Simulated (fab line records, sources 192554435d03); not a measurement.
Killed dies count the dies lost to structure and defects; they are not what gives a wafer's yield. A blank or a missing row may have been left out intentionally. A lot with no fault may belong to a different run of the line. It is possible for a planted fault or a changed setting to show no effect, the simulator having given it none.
fab line records	flow n5-finfet
record: lots: 12	wafers: 35	last-day: 18
route steps=1938 shown ZERO_LAYER@19 WELL_APT@44 PMOS_HMC_CHANNEL_EPI@57 PASSIVATION@1936
lots that met no fault: taken from a fault-free run of the same line
start-h: the number of hours between the record's first day and the start of the first shown wafer of the lot	wait-h: time in hours since the lot's previous step	" identical to the entry in the row above	L1.1+2: several wafers, shown together as one row	- no value, or no start was given	* or withheld: withheld	< > ~ a bound
route shown NAME@n: NAME is a module with steps in the file, n the number in the route of the first one	usual: the fault-free wafers' mean and standard deviation	same: alike in all rows	chamber/n: place in a boat	sites: per-site readings	_std_site: standard deviation of those values	_edge_site: outer sites' mean less inner sites'	radius-mm: how far each site lies from the wafer's centre	mask NAME#n: copy n	behind: the most recent tool/chamber to have shaped the wafer	hold: what put the lot on hold/how long, in hours/how the hold closed	device: the transistor (n, p or np) that didn't switch	end of line: the same wafers' tests at the end of the route	a step with no rows: only its recipe	killed: dies that structure and defects cost at the first sort, which is not the same as the wafer's yield	map: shows each die of a wafer: x if killed, . if not, _ if none is there
set.NAME: the setting the step ran with; set.NAME@STEP: the setting that earlier step ran with	model.NAME: the simulator's own value behind a step, which no gauge read
the route's steps for a sample of lots (tables are steps, rows are wafers)
services: from which hour (start-h, from the record's first day; less than 0 if before it) a tool's chamber was out of use, for how many hours, and why
== steps ==
step: N5_ZERO_LAYER_INSPECT_20
recipe: inspect-instrument: darkfield	mode: post-clean
usual: raw-defect-count: 32/12
lot.wafer	tool	chamber	start-h	wait-h	raw-defect-count
L546.1	defect-inspect-02	-	13.25	0.0	30
L546.5	"	-	"	"	36
L547.4	defect-inspect-01	-	19.28	0.0	25
L547.5	"	-	"	"	31
L547.6	"	-	"	"	24
L548.2	defect-inspect-01	-	25.40	0.0	41
L548.3	"	-	"	"	16
L548.4	"	-	"	"	31
L549.1	defect-inspect-01	-	31.50	0.0	23
L549.2	"	-	"	"	27
L549.4	"	-	"	"	39
L550.1	defect-inspect-02	-	38.85	0.0	21
L550.4	"	-	"	"	25
L550.6	"	-	"	"	25
L551.1	defect-inspect-01	-	43.88	0.0	26
L551.3	"	-	"	"	30
L551.6	"	-	"	"	30
L555.2	defect-inspect-01	-	67.50	0.0	51
L555.5	"	-	"	"	21
L555.6	"	-	"	"	24
L558.1	defect-inspect-02	-	85.39	0.0	42
L558.3	"	-	"	"	53
L558.5	"	-	"	"	23
L561.1	defect-inspect-01	-	103.67	0.0	44
L561.4	"	-	"	"	35
L561.5	"	-	"	"	45
L562.2	defect-inspect-02	-	109.42	0.0	56
L562.3	"	-	"	"	59
L562.5	"	-	"	"	31
L565.3	defect-inspect-01	-	127.42	0.0	34
L565.4	"	-	"	"	40
L565.6	"	-	"	"	34
L568.2	defect-inspect-01	-	145.25	0.0	48
L568.4	"	-	"	"	39
L568.6	"	-	"	"	42
step: N5_WELL_APT_OVL_MEAS_26
recipe: points-per-wafer: 44
usual: PWELL_OVL: 1/5
lot.wafer	tool	chamber	start-h	wait-h	PWELL_OVL[nm]
L546.1	overlay-02	0	14.83	0.0	1
L546.5	"	0	"	"	0
L547.4	overlay-02	0	21.06	0.0	-6
L547.5	"	0	"	"	-7
L547.6	"	0	"	"	-6
L548.2	overlay-01	0	26.99	0.0	-4
L548.3	"	0	"	"	-1
L548.4	"	0	"	"	5
L549.1	overlay-02	0	33.48	0.0	1
L549.2	"	0	"	"	2
L549.4	"	0	"	"	6
L550.1	overlay-01	0	40.43	0.0	3
L550.4	"	0	"	"	-6
L550.6	"	0	"	"	2
L551.1	overlay-02	0	45.46	0.0	-1
L551.3	"	0	"	"	2
L551.6	"	0	"	"	2
L555.2	overlay-01	0	69.36	0.0	13
L555.5	"	0	"	"	3
L555.6	"	0	"	"	9
L558.1	overlay-02	0	87.35	0.0	-6
L558.3	"	0	"	"	-4
L558.5	"	0	"	"	-4
L561.1	overlay-01	0	105.12	0.0	10
L561.4	"	0	"	"	5
L561.5	"	0	"	"	8
L562.2	overlay-02	0	111.01	0.0	-4
L562.3	"	0	"	"	-4
L562.5	"	0	"	"	-1
L565.3	overlay-01	0	129.00	0.0	-6
L565.4	"	0	"	"	3
L565.6	"	0	"	"	4
L568.2	overlay-02	0	147.35	0.0	3
L568.4	"	0	"	"	4
L568.6	"	0	"	"	-1
step: N5_PMOS_HMC_CHANNEL_EPI_HM_DEP_34
recipe: material: SiO2	target-thk-a: 360	temp-c: 400	precursor: TEOS/O2	pressure-torr: 6.5	rf-w: 900	teos-flow-sccm: 161.4	gas: O2	flow-sccm: 2650	time-s: 6.9
usual: heater-power-w: 577/79	showerhead-plenum-p-Torr: 8.36/0.047	throttle-valve-pct: 18.7/1.2
lot.wafer	tool	chamber	start-h	wait-h	heater-power-w	showerhead-plenum-p-Torr	throttle-valve-pct
L546.1	pecvd-02	2	16.80	0.0	600	8.31	18.9
L546.5	"	1	"	"	457	8.32	18.2
L547.4	pecvd-02	1	22.95	0.0	475	8.32	18.1
L547.5	"	0	"	"	597	8.32	17.9
L547.6	"	2	"	"	586	8.30	19.0
L548.2	pecvd-04	2	28.72	0.0	615	8.34	18.1
L548.3	"	1	"	"	672	8.43	20.0
L548.4	"	2	"	"	601	8.34	17.9
L549.1	pecvd-04	1	35.55	0.0	706	8.41	19.6
L549.2	"	2	"	"	687	8.36	17.7
L549.4	"	0	"	"	527	8.36	18.3
L550.1	pecvd-04	2	42.32	0.0	725	8.35	18.2
L550.4	"	1	"	"	722	8.43	19.8
L550.6	"	2	"	"	724	8.37	18.0
L551.1	pecvd-04	1	47.41	0.0	581	8.42	19.8
L551.3	"	2	"	"	679	8.34	18.0
L551.6	"	2	"	"	692	8.32	18.0
L555.2	pecvd-02	2	71.10	0.0	581	8.31	18.9
L555.5	"	1	"	"	379	8.33	18.4
L555.6	"	0	"	"	484	8.29	17.8
L558.1	pecvd-01	1	89.62	0.0	562	8.38	21.2
L558.3	"	2	"	"	592	8.42	17.3
L558.5	"	1	"	"	561	8.39	21.6
L561.1	pecvd-01	0	107.09	0.0	501	8.34	18.7
L561.4	"	1	"	"	700	8.38	21.4
L561.5	"	2	"	"	617	8.43	17.5
L562.2	pecvd-01	2	112.74	0.0	575	8.43	17.6
L562.3	"	2	"	"	566	8.46	17.3
L562.5	"	0	"	"	484	8.35	18.5
L565.3	pecvd-04	0	130.99	0.0	533	8.36	18.1
L565.4	"	2	"	"	699	8.36	18.1
L565.6	"	1	"	"	699	8.41	19.8
L568.2	pecvd-01	0	149.11	0.0	504	8.35	18.5
L568.4	"	2	"	"	610	8.42	17.3
L568.6	"	1	"	"	654	8.37	21.2
step: N5_PMOS_HMC_CHANNEL_EPI_PEB_07
recipe: peb-temp-c: 110	peb-time-s: 60	resist: CAR-ArF-block
usual: heater-power-total-W: 175.2/1.7	plate-temp-C: 109.99/0.13
lot.wafer	tool	chamber	start-h	wait-h	heater-power-total-W	plate-temp-C
L546.1	litho-track-03	0	17.01	0.1	175.9	109.92
L546.5	"	0	"	"	173.0	110.08
L547.4	litho-track-01	0	23.16	0.0	175.4	109.99
L547.5	"	0	"	"	176.8	109.96
L547.6	"	0	"	"	175.2	110.08
L548.2	litho-track-01	0	29.06	0.0	176.3	109.92
L548.3	"	0	"	"	173.0	109.90
L548.4	"	0	"	"	175.2	109.84
L549.1	litho-track-04	0	35.76	0.1	177.4	110.07
L549.2	"	0	"	"	177.5	109.85
L549.4	"	0	"	"	176.7	110.05
L550.1	litho-track-01	0	42.66	0.1	173.0	110.08
L550.4	"	0	"	"	173.9	110.10
L550.6	"	0	"	"	173.0	109.88
L551.1	litho-track-03	0	47.75	0.1	174.6	109.63
L551.3	"	0	"	"	173.2	109.92
L551.6	"	0	"	"	177.4	109.88
L555.2	litho-track-04	0	71.32	0.0	165.9	105.21
L555.5	"	0	"	"	164.6	105.09
L555.6	"	0	"	"	166.5	104.96
L558.1	litho-track-01	0	89.96	0.1	173.4	109.82
L558.3	"	0	"	"	174.6	110.12
L558.5	"	0	"	"	176.7	110.09
L561.1	litho-track-04	0	107.42	0.1	164.3	105.23
L561.4	"	0	"	"	163.4	105.14
L561.5	"	0	"	"	164.6	105.06
L562.2	litho-track-03	0	113.09	0.0	175.9	110.22
L562.3	"	0	"	"	173.0	110.08
L562.5	"	0	"	"	177.6	110.03
L565.3	litho-track-03	0	131.33	0.0	174.8	109.86
L565.4	"	0	"	"	177.6	110.12
L565.6	"	0	"	"	176.1	109.89
L568.2	litho-track-01	0	149.33	0.0	175.3	110.19
L568.4	"	0	"	"	174.7	110.26
L568.6	"	0	"	"	174.9	110.15
step: N5_PMOS_HMC_CHANNEL_EPI_CD_MEAS_09
recipe: target-cd-nm: 237.4	landing-energy-ev: 500	detector: se-inlens
usual: cd-nm: 237.6/0.96
lot.wafer	tool	chamber	start-h	wait-h	cd-nm
L546.1	cd-sem-03	0	17.07	-	236.3
L546.5	"	0	"	"	237.1
L547.4	cd-sem-01	0	23.22	-	237.6
L547.5	"	0	"	"	234.7
L547.6	"	0	"	"	236.0
L548.2	cd-sem-01	0	29.12	-	238.8
L548.3	"	0	"	"	237.4
L548.4	"	0	"	"	238.6
L549.1	cd-sem-01	0	35.83	-	239.1
L549.2	"	0	"	"	237.6
L549.4	"	0	"	"	237.3
L550.1	cd-sem-03	0	42.73	-	237.3
L550.4	"	0	"	"	237.2
L550.6	"	0	"	"	236.9
L551.1	cd-sem-01	0	47.82	-	237.2
L551.3	"	0	"	"	237.2
L551.6	"	0	"	"	238.7
L555.2	cd-sem-03	0	71.38	-	221.1
L555.5	"	0	"	"	222.1
L555.6	"	0	"	"	219.9
L558.1	cd-sem-03	0	90.02	-	234.9
L558.3	"	0	"	"	237.8
L558.5	"	0	"	"	236.1
L561.1	cd-sem-03	0	107.49	-	219.9
L561.4	"	0	"	"	220.2
L561.5	"	0	"	"	219.7
L562.2	cd-sem-03	0	113.16	-	237.1
L562.3	"	0	"	"	237.7
L562.5	"	0	"	"	238.0
L565.3	cd-sem-03	0	131.40	-	238.6
L565.4	"	0	"	"	239.0
L565.6	"	0	"	"	238.8
L568.2	cd-sem-03	0	149.39	-	236.9
L568.4	"	0	"	"	236.4
L568.6	"	0	"	"	236.8
step: N5_PASSIVATION_PROBE_49
usual: killed_at_M0_to_M3: 36/10	killed_at_M4_up: 13/5.5	killed-at-contacts: 12/5.6	killed-at-front-end: 42/12	killed-at-other: 4/3.2	killed-dies: 108/18	killed-open: 71/13	killed-short: 34/7.8
same: gross-dies: 1180	killed-at-back-side: 0
lot.wafer	tool	chamber	start-h	wait-h	killed_at_M0_to_M3	killed_at_M4_up	killed-at-contacts	killed-at-front-end	killed-at-other	killed-dies	killed-open	killed-short
L555.6	prober-01	-	339.91	0.3	58	17	15	31	1	122	84	36
L561.4	prober-01	-	385.85	0.2	27	14	7	36	3	87	57	27
L561.5	prober-01	-	385.90	0.2	34	12	9	33	3	91	73	17
killed by level:class
L555.6 BEOL_M3:geometric-particle:open=16 MOL_CONTACT_COAG:geometric-particle:open=14 BEOL_M1:geometric-particle:open=12 BEOL_M0_SAQP:geometric-particle:short=9 BEOL_M0_SAQP:geometric-particle:open=8 BEOL_M2:geometric-particle:open=7 BEOL_M4:geometric-particle:open=7 FIN_SAQP:geometric-particle:short=6
L561.4 BEOL_M3:geometric-particle:open=9 DUMMY_GATE:geometric-particle:open=6 MOL_CONTACT_COAG:geometric-particle:open=6 BEOL_M2:geometric-particle:open=5 BEOL_M4:geometric-particle:open=5 STI_FIN_REVEAL:geometric-particle:open=4 GATE_CUT:geometric-particle:short=4 BEOL_M0_SAQP:geometric-particle:short=4
L561.5 BEOL_M1:geometric-particle:open=12 DUMMY_GATE:geometric-particle:open=8 MOL_CONTACT_COAG:geometric-particle:open=8 BEOL_M0_SAQP:geometric-particle:open=8 STI_FIN_REVEAL:geometric-particle:open=7 FIN_SAQP:geometric-particle:open=5 BEOL_M4:geometric-particle:open=5 STARTING-WAFER:geometric-particle:open=4
== services ==
tool	chamber	start-h	hours	kind
pecvd-01	-	25.07	28.1	pm
pecvd-02	2	54.18	2.1	scheduled-down
pecvd-02	1	72.95	5.0	scheduled-down
litho-track-01	-	93.88	-	consumable-replace:filter
pecvd-01	2	103.91	1.8	repair
pecvd-01	0	104.24	2.1	scheduled-down
pecvd-01	1	108.98	5.5	scheduled-down
pecvd-02	1	115.72	5.5	scheduled-down
pecvd-04	0	147.23	-	calibration
== key ==
first-sign: step: N5_PMOS_HMC_CHANNEL_EPI_PEB_07	reading: plate-temp-C	direction: down	sigmas: 37	usual: *	struck: *
effect: step: N5_PMOS_HMC_CHANNEL_EPI_PEB_07	reading: heater-power-total-W	direction: down	sigmas: 6.2	usual: *	struck: *
effect: step: N5_PMOS_HMC_CHANNEL_EPI_CD_MEAS_09	reading: cd-nm	direction: down	sigmas: 18	usual: 237.6	struck: 220.5
met-at N5_PMOS_HMC_CHANNEL_EPI_PEB_07
struck-lots L555,L561
tester-left-out L555,L561
not-acting-at N5_ZERO_LAYER_INSPECT_20,N5_WELL_APT_OVL_MEAS_26,N5_PMOS_HMC_CHANNEL_EPI_HM_DEP_34
onset-between 35.76 71.32
fault: kind: process-parameter-drift	tool: litho-track-04	chamber: -	onset-h: 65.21	steps: N5_PMOS_HMC_CHANNEL_EPI_PEB_07	channel: peb-temp-c	offset: *	shape: step	end-h: 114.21	acts-in: *	stated: *
tester-left-out: of these lots the tester's yield and bins aren't shown, on N5 and GAA mostly nor the transistor test; their killed dies are dies lost to structure and defects alone, not to doping, threshold or leakage, so they don't give the yield
